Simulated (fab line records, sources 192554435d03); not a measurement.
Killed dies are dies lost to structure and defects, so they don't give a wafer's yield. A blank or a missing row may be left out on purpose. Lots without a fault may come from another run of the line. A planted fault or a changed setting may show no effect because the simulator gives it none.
Chamber matching | flow n5_finfet | N5_BEOL_M10_CMP_52 on cmp-03: 4 sister chambers
The step polishes, stops on SiCOH lowk, t overpolish 7 s, target thk 140 nm. 8 wafers are shown with their chamber, then 8 later ones without.

WAFERS WITH THEIR CHAMBER
wafer  | chamber | motor_current_A (A) | overpolish_run_s (s)
L076.2 | 3       | 7.7                 | 6.994
L076.4 | 2       | 5.6                 | 6.999
L087.1 | 1       | 5.5                 | 7.012
L087.6 | 0       | 6.3                 | 7.010
L093.1 | 2       | 5.8                 | 6.984
L093.3 | 3       | 7.4                 | 6.997
L093.4 | 0       | 6.4                 | 7.013
L091.2 | 1       | 5.4                 | 6.993

WAFERS WITHOUT THEIR CHAMBER
wafer  | motor_current_A (A) | overpolish_run_s (s)
L091.5 | 5.7                 | 6.998
L091.6 | 5.6                 | 6.990
L092.1 | 6.0                 | 6.997
L092.2 | 7.4                 | 6.995
L092.4 | 5.4                 | 7.015
L096.1 | 6.9                 | 7.011
L096.4 | 5.8                 | 6.990
L096.5 | 7.8                 | 7.012

WHICH CHAMBER EACH WENT THROUGH
wafer  | from the rows above          | in truth
L091.5 | can't be placed: 2 or 1      | 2
L091.6 | can't be placed: 2 or 1      | 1
L092.1 | can't be placed: 2 or 0 or 1 | 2
L092.2 | 3                            | 3
L092.4 | can't be placed: 1 or 2      | 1
L096.1 | can't be placed: 0 or 3      | 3
L096.4 | 2                            | 2
L096.5 | 3                            | 3
Placed correctly: 3 of 8. Can't be placed from these rows: 5 (the true chamber is among the candidates in 5). Placed wrongly: 0.
How it was worked out, from the rows above alone: a wafer's distance from a chamber is the root of the sum, over the readings, of the square of ((its reading less the chamber's mean) divided by the reading's scatter). The wafer belongs to the nearest chamber; if the next one is less than 2 further off, it can't be placed. A chamber's mean is the mean of its shown wafers. The scatter: the root of (the sum of the squares of (reading less its chamber's mean) over the shown wafers, divided by (wafers less chambers)).
